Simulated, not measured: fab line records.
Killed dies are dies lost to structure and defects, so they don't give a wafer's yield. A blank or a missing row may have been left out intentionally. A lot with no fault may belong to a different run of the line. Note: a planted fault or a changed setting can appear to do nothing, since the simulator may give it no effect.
Matching of chambers | flow n5_finfet | 4 sister chambers for N5_BEOL_M2_DESCUM_33 on rie_diel-04
The step chemistry O2, time 7 s. 4 wafers are shown with their chamber, then 9 later ones without.

## WAFERS, EACH WITH ITS CHAMBER
wafer  | chamber | showerhead_plenum_p_Torr (Torr)
L088.4 | 3       | 2.06
L091.4 | 0       | 2.20
L091.5 | 1       | 2.05
L091.6 | 2       | 2.02

## WAFERS MISSING THEIR CHAMBER
wafer  | showerhead_plenum_p_Torr (Torr)
L090.1 | 2.05
L090.4 | 2.02
L090.6 | 2.05
L092.1 | 2.03
L092.2 | 2.05
L092.3 | 2.20
L093.2 | 2.20
L093.3 | 2.05
L093.4 | 2.02

## THE CHAMBER EACH PASSED THROUGH
wafer  | from the rows above | in truth
L090.1 | 1                   | 1
L090.4 | 2                   | 2
L090.6 | 1                   | 1
L092.1 | 2                   | 2
L092.2 | 1                   | 1
L092.3 | 0                   | 0
L093.2 | 0                   | 0
L093.3 | 1                   | 1
L093.4 | 2                   | 2
Placed correctly: 9 of 9. Left unplaced by these rows: 0. Wrongly placed: 0.
How it was worked out, from the rows above alone: a wafer's distance from a chamber is the root of the sum, over the readings, of the square of ((its reading less the chamber's mean) divided by the reading's scatter). If the next closest chamber is less than 2 further off than the closest, the wafer can't be placed; otherwise it belongs to the closest. A chamber's mean is the mean of its shown wafers. The scatter: with one shown wafer a chamber, the root of the mean of the squares of how far each hidden wafer lies from its nearest shown one.
